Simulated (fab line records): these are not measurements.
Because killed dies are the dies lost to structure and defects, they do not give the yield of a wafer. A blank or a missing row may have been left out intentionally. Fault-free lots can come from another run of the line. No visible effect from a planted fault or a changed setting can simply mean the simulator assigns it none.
One fault through the eyes of 2 desks    flow n5Finfet    each desk holds nothing but its own numbers, with what lay behind them at the end

TOOL OWNER'S DESK, pecvd-04
The tool's own readings at N5_BEOL_M2_ILD_DEP_00 (deposits SiOC from DEMS/O2, target thk 79 nm, time 15.3 s): means of the sampled wafers that have a number, for each lot that ran on this tool. Any lot whose mean is over 4 standard deviations away from the usual mean is out of limits and marked OUT; that distance is given in the brackets.
Columns: A = heaterPowerW at N5_BEOL_M2_ILD_DEP_00, usual 496 W; B = showerheadPlenumPTorr at N5_BEOL_M2_ILD_DEP_00, usual 5.697 Torr; C = throttleValvePct at N5_BEOL_M2_ILD_DEP_00, usual 11.7 %
lot   first seen here  A    B      C
L746  day 6 17:40      445  5.695  11.8
L750  day 8 13:55      449  5.683  11.8
L752  day 8 21:34      449  5.691  11.8
L751  day 9 00:29      413  5.689  11.9
This desk found nothing out of limits on any of the 4 lots.

AT THE METROLOGY DESK
What the gauges read, lot by lot, whatever tool the lot ran on: means of the sampled wafers that have a number. Any lot whose mean is over 4 standard deviations away from the usual mean is out of limits and marked OUT; that distance is given in the brackets. Readings shown: 7 out of 11 (the first out of limits, and those lying furthest out on some lot).
Columns: A = M2_ILD_THK at N5_BEOL_M2_THK_MEAS_01, usual 78.9 nm; B = DIBL_N at N5_BEOL_M4_RC_MEAS_101, usual 36.0 mV/V; C = DIBL_P at N5_BEOL_M4_RC_MEAS_101, usual 36.0 mV/V; D = IOFF_N at N5_BEOL_M4_RC_MEAS_101, usual 0.155 nA/um; E = IOFF_P at N5_BEOL_M4_RC_MEAS_101, usual 0.20 nA/um; F = SS_N at N5_BEOL_M4_RC_MEAS_101, usual 71.5 mV/dec; G = SS_P at N5_BEOL_M4_RC_MEAS_101, usual 73.2 mV/dec
lot   first seen here  A               B     C     D      E     F     G
L745  day 6 10:29      81.0            34.9  34.5  0.130  0.16  70.7  72.5
L746  day 6 17:44      78.8            35.1  34.1  0.118  0.18  71.1  73.0
L747  day 7 02:44      78.4            35.5  35.3  0.158  0.22  71.8  72.7
L750  day 8 13:59      78.8            40.5  40.1  0.216  0.27  72.5  74.4
L752  day 8 21:38      97.3 (+18) OUT  36.1  36.5  0.157  0.22  71.7  74.0
L751  day 9 00:34      96.0 (+17) OUT  38.5  36.5  0.182  0.20  71.5  73.5
L754  day 9 04:28      79.0            35.4  36.6  0.148  0.21  71.2  73.8
L762  day 11 05:01     79.7            36.2  37.7  0.159  0.19  71.8  73.6
L765  day 11 22:40     79.7            37.6  36.7  0.168  0.22  71.6  73.8
L766  day 12 06:25     78.7            33.6  33.1  0.129  0.18  71.0  72.4
Finding of this desk: L751, L752 out of limits, first seen on L752 at day 8 21:38 (M2_ILD_THK at N5_BEOL_M2_THK_MEAS_01). Within limits: L745, L746, L747, L750, L754, L762, L765, L766.

PUT TOGETHER
Metrology desk: alarm possible at day 8 21:38 on L751, L752.
The tool owner's desk saw nothing out of limits.
On record at the tool owner's desk: L751, L752, within its limits.
The lots listed all ran N5_BEOL_M2_ILD_DEP_00 on pecvd-04.

WHAT THE SIMULATOR PUT IN
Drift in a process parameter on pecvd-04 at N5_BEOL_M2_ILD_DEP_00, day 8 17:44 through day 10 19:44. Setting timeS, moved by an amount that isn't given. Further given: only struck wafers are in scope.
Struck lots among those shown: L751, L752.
Per desk, hours elapsed from the start of the fault to the first reading out of limits: for the metrology desk, 4.
